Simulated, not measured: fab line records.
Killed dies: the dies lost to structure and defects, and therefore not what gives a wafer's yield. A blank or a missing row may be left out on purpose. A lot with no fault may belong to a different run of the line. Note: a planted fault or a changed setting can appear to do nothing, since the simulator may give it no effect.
The tool behind it: which one? + flow n5 finfet + 16 wafers from 6 lots sampled at 4 of the route's 1938 steps

== WHAT THE GAUGES SHOWED, per wafer ==
N5_BEOL_M6_THK_MEAS_53: measures by xrf.
| lot  | measured     | on            | M6_THK (nm)    |
|------|--------------|---------------|----------------|
| L755 | day 9 21:39  | film metro-02 | 76.8 81.4 82.9 |
| L757 | day 10 13:19 | film metro-02 | 81.5 82.2 78.4 |
| L761 | day 11 03:52 | film metro-02 | 83.1 83.1 81.4 |
| L763 | day 12 01:09 | film metro-01 | 79.1 79.5 78.1 |
| L768 | day 13 07:05 | film metro-02 | 76.8 75.5      |
| L770 | day 13 14:56 | film metro-02 | 79.9 80.4      |

== WHAT TOOL EACH LOT RAN ON (gives the tool, then ch and the chambers of the sampled wafers, and finally the start) ==
| lot  | N5_BEOL_M6_ETCH_65                 | N5_BEOL_M6_ALD_77                   | N5_BEOL_M6_SURFACE_TREAT_79  |
|------|------------------------------------|-------------------------------------|------------------------------|
| L755 | rie diel-04 ch 0,2,3, day 9 18:52  | ald metal-04 ch 0,2,3, day 9 20:07  | pvd sputter-02, day 9 20:27  |
| L757 | rie diel-04 ch 0,1,3, day 10 10:23 | ald metal-01 ch 0,1,3, day 10 11:52 | pvd sputter-01, day 10 12:11 |
| L761 | rie diel-04 ch 0,1, day 11 01:06   | ald metal-04 ch 0,1,3, day 11 02:14 | pvd sputter-02, day 11 02:32 |
| L763 | rie diel-04 ch 0,2, day 11 21:50   | ald metal-01 ch 0,1,2, day 11 23:02 | pvd sputter-02, day 11 23:23 |
| L768 | rie diel-02 ch 3, day 13 03:14     | ald metal-04 ch 2, day 13 04:25     | pvd sputter-02, day 13 04:41 |
| L770 | rie diel-02 ch 0,3, day 13 10:21   | ald metal-03 ch 1,3, day 13 11:40   | pvd sputter-01, day 13 12:06 |
- N5_BEOL_M6_ETCH_65: etches SiARC in CF4, target depth 15.6 nm, time 26 s.
- N5_BEOL_M6_ALD_77: deposits TaN, target thk 2 nm, pulse time 2 s, purge time 3 s.
- N5_BEOL_M6_SURFACE_TREAT_79

== THE ANSWER, worked out from the rows above alone ==
Rule: the usual values come from the lots themselves. Put in order of their means at a reading, lots are off if they are a third of the lots or fewer, leave a main group of 4 or more, and stand apart from it by a gap of 3 or more times the standard deviation of the main group's means; of several such gaps the widest counts. Not used: any main group whose means are identical at the precision the tables above print for the reading. A lot without any number at a reading at which 4 lots or more have one is off too. Any other lot the step has rows for is counted as sound.
None of the lots is off at any reading shown; this tells nothing.

== WHAT HAD BEEN PUT IN BY THE SIMULATOR ==
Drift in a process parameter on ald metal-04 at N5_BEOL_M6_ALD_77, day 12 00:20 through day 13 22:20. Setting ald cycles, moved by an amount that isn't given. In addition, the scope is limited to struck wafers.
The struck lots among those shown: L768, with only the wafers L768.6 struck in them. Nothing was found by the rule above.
